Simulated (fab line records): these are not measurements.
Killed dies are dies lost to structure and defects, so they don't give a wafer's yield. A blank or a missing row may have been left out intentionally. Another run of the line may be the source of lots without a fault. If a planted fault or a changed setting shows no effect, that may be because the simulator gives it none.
Split-lot trial	flow n5Finfet	21 wafers read from 7 lots, route of 1938 steps

== THE SPLIT ==
At N5_BEOL_M7_COAT_22 (resist thk 30 nm), the setting spinRpm was moved away from the recipe's 1500 rpm on 4 of the 21 wafers read, by -4.8% to +10.5%. All remaining wafers had this setting at the recipe value.

== FROM THE SPLIT TO THE READING: what the file shows between them, 5 steps ==
- N5_BEOL_M7_EBR_24
- N5_BEOL_M7_SOFTBAKE_23: time 60 s
- N5_BEOL_M7_EXPOSE_25: exposes mask V6, target cd 40 nm
- N5_BEOL_M7_PEB_26: peb time 60 s
- N5_BEOL_M7_DEVELOP_27: develop time 30 s

== THE READING ==
CAR-EUV_of_BEOL_M7_COAT_22.thkNm (the simulator's own value, which no gauge read), in nm, at N5_BEOL_M7_DESCUM_33 (chemistry O2, time 7 s). There is no usual value for it anywhere in the file. Average 26.0 nm, standard deviation 0.085 nm, over the 17 wafers here run with the recipe.

wafer	tool, chamber at the split	spinRpm as run, rpm	against the recipe	CAR-EUV_of_BEOL_M7_COAT_22.thkNm, nm	against lot-mates on the recipe
L074.1	lithoTrack-01, 0	1500	recipe	26.2	-
L074.2	lithoTrack-01, 0	1500	recipe	26.2	-
L074.6	lithoTrack-01, 0	1428	-4.8%	26.8	+0.6
L075.1	lithoTrack-02, 0	1500	recipe	26	-
L075.2	lithoTrack-02, 0	1500	recipe	26	-
L075.3	lithoTrack-02, 0	1500	recipe	26	-
L084.2	lithoTrack-01, 0	1500	recipe	26	-
L084.3	lithoTrack-01, 0	1500	recipe	26	-
L084.6	lithoTrack-01, 0	1500	recipe	26	-
L082.2	lithoTrack-02, 0	1626	+8.4%	25	-1.0
L082.3	lithoTrack-02, 0	1500	recipe	26	-
L082.5	lithoTrack-02, 0	1626	+8.4%	24.8	-1.2
L087.1	lithoTrack-04, 0	1500	recipe	26	-
L087.2	lithoTrack-04, 0	1500	recipe	26	-
L087.5	lithoTrack-04, 0	1657	+10.5%	24.6	-1.4
L085.1	lithoTrack-04, 0	1500	recipe	26.2	-
L085.6	lithoTrack-04, 0	1500	recipe	26.2	-
L085.4	lithoTrack-04, 0	1500	recipe	26	-
L097.1	lithoTrack-01, 0	1500	recipe	26	-
L097.2	lithoTrack-01, 0	1500	recipe	26	-
L097.5	lithoTrack-01, 0	1500	recipe	26	-

THE FIT
A straight line over all 21 wafers: CAR-EUV_of_BEOL_M7_COAT_22.thkNm changes by -0.14 nm for each +1% of spinRpm; r = -0.98; the points scatter about the line by 0.089 nm.
The same after taking each lot's own level away (the mean of its wafers on the recipe; 21 wafers): -0.131 nm for each +1%; r = -0.99; scatter 0.05 nm.
According to that fit, moving spinRpm by its largest amount changes the reading by 1.4 nm.
From 26.00 to 26.20 nm: that is the span of the lots' own levels, equal to 2.4 times the standard deviation above.
The two slopes are in agreement: the lot-to-lot level therefore moves the slope only a little.
Check: for one of the wafers moved furthest among these (+10.5%), held out of the fit, the line's prediction against its lot-mates is -1.36 nm. Against them it came out at -1.4 nm.

== ADDITIONAL SPLITS CARRIED BY THESE WAFERS ==
These wafers also went through other splits before the reading. Each is held against what the fit with the lots' levels taken away leaves over:
other split on the same wafers	wafers away from the commonest value	r with CAR-EUV_of_BEOL_M7_COAT_22.thkNm (lot level and that fit taken away)
N5_BEOL_M4_ETCH_64 biasW	12	-0.16
N5_BEOL_M4_COAT_67 spinRpm	8	+0.25
N5_BEOL_M5_ILD_DEP_00 timeS	3	+0.00
N5_BEOL_M5_PECVD_70 tempC	5	+0.03
N5_BEOL_M7_PECVD_70 tempC	6	-0.29
N5_BEOL_M7_HM_DEP_02 targetThkA	7	+0.17
N5_BEOL_M7_COAT_71 spinRpm	11	-0.05

== THE WHOLE CHAIN: every reading that the file lists as answering this split, in the file's order ==
step	what it does	reading	change (the file's fit)	r (the file's)
N5_BEOL_M7_COAT_22	resist thk 30 nm	CAR-EUV_of_BEOL_M7_COAT_22.thkNm (the simulator's own value, which no gauge read)	-0.138 nm for each +1% of the setting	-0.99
N5_BEOL_M7_DEVELOP_27	develop time 30 s	CAR-EUV_of_BEOL_M7_COAT_22.thkNm (the simulator's own value, which no gauge read)	-0.146 nm for each +1% of the setting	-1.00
N5_BEOL_M7_DESCUM_33	chemistry O2, time 7 s	CAR-EUV_of_BEOL_M7_COAT_22.thkNm (the simulator's own value, which no gauge read)	-0.132 nm for each +1% of the setting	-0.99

== FILE'S OWN FIT ==
CAR-EUV_of_BEOL_M7_COAT_22.thkNm changes by -0.132 nm for each +1% of spinRpm, r = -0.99.
